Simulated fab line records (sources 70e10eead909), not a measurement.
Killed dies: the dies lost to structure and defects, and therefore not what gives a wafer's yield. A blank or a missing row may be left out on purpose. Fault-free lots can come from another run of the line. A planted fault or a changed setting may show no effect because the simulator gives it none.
Matching of chambers	flow nand_harc	rie_diel-03 running NHARC_P_GATE_DESCUM_93: 4 sister chambers
The step chemistry O2, time 3 s. 4 wafers are shown with their chamber, then 7 later ones without.

## WAFERS PAIRED WITH THEIR CHAMBERS
wafer	chamber	oes_product_au (a.u.)
L083.6	1	0.996
L084.2	3	1.013
L088.1	0	0.999
L088.4	2	1.011

## WAFERS WITHOUT THEIR CHAMBER
wafer	oes_product_au (a.u.)
L088.5	0.995
L090.3	1.013
L090.4	1.011
L090.5	1.011
L095.2	1.013
L095.3	0.999
L095.5	0.988

## EACH ONE'S CHAMBER
wafer	from the rows above	in truth
L088.5	can't be placed: 1 or 0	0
L090.3	can't be placed: 3 or 2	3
L090.4	can't be placed: 2 or 3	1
L090.5	can't be placed: 2 or 3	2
L095.2	can't be placed: 3 or 2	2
L095.3	can't be placed: 0 or 1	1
L095.5	can't be placed: 1 or 0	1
0 of 7 placed correctly. These rows do not allow placing 7 (true chamber among the candidates in 6). Placed wrongly: 0.
How it was worked out, from the rows above alone: a wafer's distance from a chamber is the root of the sum, over the readings, of the square of ((its reading less the chamber's mean) divided by the reading's scatter). The wafer belongs to the nearest chamber; if the next one is less than 2 further off, it can't be placed. For every chamber, the mean is computed from those of its wafers that are shown. The scatter: with one shown wafer a chamber, the root of the mean of the squares of how far each hidden wafer lies from its nearest shown one.
